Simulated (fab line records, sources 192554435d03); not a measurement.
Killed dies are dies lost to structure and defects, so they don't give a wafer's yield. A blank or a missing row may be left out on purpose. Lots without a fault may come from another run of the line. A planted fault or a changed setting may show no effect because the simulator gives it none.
Chamber matching | flow n5_finfet | N5_GATE_CUT_ETCH_58 on rie_diel-03: 4 sister chambers
The step etches SiNx in CH3F/O2, target depth 17 nm, time 128.6 s. 4 wafers are shown with their chamber, then 9 later ones without.

WAFERS WITH THEIR CHAMBER
wafer  | chamber | oes_product_au (a.u.)
L088.2 | 2       | 0.70
L090.1 | 1       | 0.75
L090.4 | 3       | 0.92
L090.6 | 0       | 0.99

WAFERS WITHOUT THEIR CHAMBER
wafer  | oes_product_au (a.u.)
L091.1 | 0.98
L091.2 | 0.70
L091.4 | 0.75
L094.2 | 0.95
L094.4 | 0.90
L094.5 | 0.90
L096.1 | 0.94
L096.2 | 0.69
L096.4 | 0.73

WHICH CHAMBER EACH WENT THROUGH
wafer  | from the rows above     | in truth
L091.1 | 0                       | 0
L091.2 | 2                       | 2
L091.4 | 1                       | 1
L094.2 | can't be placed: 3 or 0 | 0
L094.4 | 3                       | 3
L094.5 | 3                       | 3
L096.1 | can't be placed: 3 or 0 | 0
L096.2 | 2                       | 2
L096.4 | can't be placed: 1 or 2 | 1
Placed correctly: 6 of 9. Can't be placed from these rows: 3 (the true chamber is among the candidates in 3). Placed wrongly: 0.
How it was worked out, from the rows above alone: a wafer's distance from a chamber is the root of the sum, over the readings, of the square of ((its reading less the chamber's mean) divided by the reading's scatter). The wafer belongs to the nearest chamber; if the next one is less than 2 further off, it can't be placed. A chamber's mean is the mean of its shown wafers. The scatter: with one shown wafer a chamber, the root of the mean of the squares of how far each hidden wafer lies from its nearest shown one.
